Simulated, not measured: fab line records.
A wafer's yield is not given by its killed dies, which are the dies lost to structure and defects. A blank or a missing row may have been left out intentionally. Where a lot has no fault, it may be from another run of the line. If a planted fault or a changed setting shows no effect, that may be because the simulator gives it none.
8D (eight disciplines) problem report, filled in by code -- flow n5 finfet -- the parts of the form that need people (team, actions taken, sign-off) are left out

1. WHAT IS WRONG
At N5_BEOL_M12_SPUTTER_43, cathode dc power W averages 15848 W over 6 wafers from 2 lots, while fault-free wafers read 15000 W, standard deviation 2.4. So: +99 or more standard deviations from the usual mean.
The step: material TaN, target thk 15 nm, time 24.19 s.
The first sign was on wafer L442.1 at day 16 05:40, on pvd sputter-03. The record has a number at this step for 18 wafers belonging to 6 lots. Rule for "out" (also "out of limits"): further than 4 standard deviations from the usual mean. The other wafers with a number count as sound.

2. WHAT IT IS, AND WHAT IT ISN'T
question,is,is not
which readings at this step,cathode dc power W,throttle valve pct
which lots,"L442, L445","L424, L427, L433, L434"
which wafers of those lots,all that have a number,-
read on which tools,pvd sputter-03,"pvd sputter-01, pvd sputter-02"
when,from day 16 05:40,up to then (12 sound wafers)

3. SUSPECTS, AND WHAT RULES EACH OUT
Counting: any tool at a process step up to the reading is kept as a suspect provided that every lot that is out went through it and no sound lot did after the first of them.
- rie diel-01 at N5_BEOL_M12_ETCH_38 (etches SiCN in CF4/N2, target depth 68.7 nm, time 73.4 s): kept. It ran every lot that is out, first L442 (day 16 05:23), and no sound lot after that.
- pvd sputter-03 at N5_BEOL_M12_SPUTTER_43 (material TaN, target thk 15 nm, time 24.19 s): kept. Every lot that is out went through it, starting with L442 (day 16 05:40), and after that it ran no sound lot; the last sound lot it ran before then is L433 (day 13 17:12). Out on those wafers are its own readings of cathode dc power W.
Left after counting: rie diel-01 at N5_BEOL_M12_ETCH_38, pvd sputter-03 at N5_BEOL_M12_SPUTTER_43.

4. THE CAUSE (what the simulator had put in)
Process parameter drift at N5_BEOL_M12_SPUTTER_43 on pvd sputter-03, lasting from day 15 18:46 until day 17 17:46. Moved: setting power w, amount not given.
Counting leaves 2 suspects; this tool is one of them.

5. SEQUENCE OF EFFECTS, ordered by route
One row per reading whose mean, taken over the struck wafers that have a number, lies over 3 standard deviations from the usual. Only readings for which the record gives a usual standard deviation are gone through. hours: the time from each lot's start at the first step in this table that gives one to its start at this step, as a median over the lots. sigmas: the change in usual standard deviations.
hours,step,reading,usual,on struck wafers,change,sigmas
0,N5_BEOL_M12_SPUTTER_43,cathode dc power W,15000 W,15848,+848,+99 or more
Here are the process steps it includes:
- N5_BEOL_M12_SPUTTER_43: material TaN, target thk 15 nm, time 24.19 s.

6. WHAT WOULD HAVE CAUGHT IT SOONER
First out-of-limits reading in this record: day 16 05:40, which is 11 hours after fault onset at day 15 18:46.
